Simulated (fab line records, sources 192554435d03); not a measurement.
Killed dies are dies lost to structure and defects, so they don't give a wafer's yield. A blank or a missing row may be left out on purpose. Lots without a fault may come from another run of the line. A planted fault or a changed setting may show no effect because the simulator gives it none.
Chamber matching | flow n5_finfet | N5_BEOL_M7_DESCUM_33 on rie_diel-03: 4 sister chambers
The step chemistry O2, time 7 s. 20 wafers are shown with their chamber, then 10 later ones without.

WAFERS WITH THEIR CHAMBER
wafer  | chamber | showerhead_plenum_p_Torr (Torr) | throttle_valve_pct (%) | oes_product_au (a.u.)
L074.2 | 3       | 2.18                            | 20.75                  | 0.70
L074.3 | 1       | 2.14                            | 20.22                  | 0.91
L074.6 | 3       | 2.18                            | 20.74                  | 0.71
L077.2 | 1       | 2.14                            | 20.23                  | 0.90
L077.3 | 0       | 2.16                            | 20.08                  | 1.01
L077.6 | 0       | 2.16                            | 20.07                  | 1.00
L078.2 | 1       | 2.14                            | 20.22                  | 0.90
L078.3 | 2       | 2.07                            | 20.71                  | 0.67
L078.6 | 3       | 2.18                            | 20.76                  | 0.70
L082.1 | 2       | 2.07                            | 20.36                  | 0.96
L082.2 | 1       | 2.13                            | 20.24                  | 0.87
L082.4 | 3       | 2.18                            | 20.77                  | 0.69
L083.1 | 2       | 2.07                            | 20.38                  | 0.97
L083.3 | 1       | 2.13                            | 20.23                  | 0.88
L083.5 | 1       | 2.13                            | 20.25                  | 0.88
L085.3 | 0       | 2.15                            | 20.10                  | 0.95
L085.5 | 3       | 2.17                            | 20.78                  | 0.69
L085.6 | 0       | 2.15                            | 20.08                  | 0.95
L087.3 | 2       | 2.07                            | 20.39                  | 0.93
L087.4 | 1       | 2.13                            | 20.26                  | 0.86

SIGNATURES (means of the wafers above)
reading                  | chamber 0 | chamber 1 | chamber 2 | chamber 3 | scatter within a chamber
showerhead_plenum_p_Torr | 2.1550    | 2.1343    | 2.0700    | 2.1780    | 0.00469
throttle_valve_pct       | 20.0825   | 20.2357   | 20.4600   | 20.7600   | 0.0736
oes_product_au           | 0.9775    | 0.8857    | 0.8825    | 0.6980    | 0.0644
Rule: a wafer's distance from a chamber is the root of the sum, over the readings, of the square of ((its reading less the chamber's mean) divided by the reading's scatter). The wafer belongs to the nearest chamber; if the next one is less than 2 further off, it can't be placed. The scatter: the root of (the sum of the squares of (reading less its chamber's mean) over the shown wafers, divided by (wafers less chambers)).

WAFERS WITHOUT THEIR CHAMBER
wafer  | showerhead_plenum_p_Torr (Torr) | throttle_valve_pct (%) | oes_product_au (a.u.)
L087.5 | 2.17                            | 20.79                  | 0.68
L093.2 | 2.06                            | 20.37                  | 0.92
L093.4 | 2.13                            | 20.27                  | 0.85
L093.6 | 2.15                            | 20.11                  | 0.92
L094.3 | 2.14                            | 20.15                  | 0.90
L094.5 | 2.14                            | 20.13                  | 0.90
L094.6 | 2.17                            | 20.49                  | 0.95
L096.1 | 2.06                            | 20.41                  | 0.88
L096.4 | 2.17                            | 20.51                  | 0.95
L096.5 | 2.12                            | 20.28                  | 0.84

WHICH CHAMBER EACH WENT THROUGH
wafer  | from the rows above     | in truth
L087.5 | 3                       | 3
L093.2 | 2                       | 2
L093.4 | 1                       | 1
L093.6 | 0                       | 0
L094.3 | can't be placed: 1 or 0 | 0
L094.5 | can't be placed: 1 or 0 | 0
L094.6 | can't be placed: 3 or 0 | 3
L096.1 | 2                       | 2
L096.4 | can't be placed: 3 or 0 | 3
L096.5 | 1                       | 1
Placed correctly: 6 of 10. Can't be placed from these rows: 4 (the true chamber is among the candidates in 4). Placed wrongly: 0.
